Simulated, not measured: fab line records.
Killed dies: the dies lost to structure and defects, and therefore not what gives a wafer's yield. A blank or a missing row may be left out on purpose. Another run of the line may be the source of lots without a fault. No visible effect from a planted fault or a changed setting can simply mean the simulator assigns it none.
Matching of chambers | flow nand harc | NHARC_A_CONTACT_DEP_29 on pecvd-04 has 3 sister chambers
The step deposits SiON, target thk 70 nm. 3 wafers are shown with their chamber, then 10 later ones without.

== WAFERS, EACH WITH ITS CHAMBER ==
wafer  | chamber | heater power w (W)
L084.4 | 1       | 659
L084.6 | 2       | 624
L089.4 | 0       | 776

== WAFERS MISSING THEIR CHAMBER ==
wafer  | heater power w (W)
L089.6 | 651
L091.1 | 745
L091.3 | 733
L091.6 | 747
L094.2 | 514
L094.3 | 789
L094.6 | 516
L092.1 | 746
L092.5 | 633
L092.6 | 768

== WHICH CHAMBER EACH WENT THROUGH ==
wafer  | from the rows above          | in truth
L089.6 | can't be placed: 1 or 2      | 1
L091.1 | can't be placed: 0 or 1 or 2 | 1
L091.3 | can't be placed: 0 or 1 or 2 | 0
L091.6 | can't be placed: 0 or 1 or 2 | 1
L094.2 | can't be placed: 2 or 1      | 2
L094.3 | 0                            | 0
L094.6 | can't be placed: 2 or 1      | 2
L092.1 | can't be placed: 0 or 1 or 2 | 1
L092.5 | can't be placed: 2 or 1      | 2
L092.6 | can't be placed: 0 or 1      | 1
Correct placement for 1 of the 10. Not placeable from these rows: 9 (in 9, the candidates include the true chamber). Number placed wrongly: 0.
How it was worked out, from the rows above alone: a wafer's distance from a chamber is the root of the sum, over the readings, of the square of ((its reading less the chamber's mean) divided by the reading's scatter). If the next closest chamber is less than 2 further off than the closest, the wafer can't be placed; otherwise it belongs to the closest. The mean given for a chamber averages the wafers shown for that chamber. The scatter: root of mean squared gap, hidden wafer to nearest shown wafer, with one shown wafer a chamber.
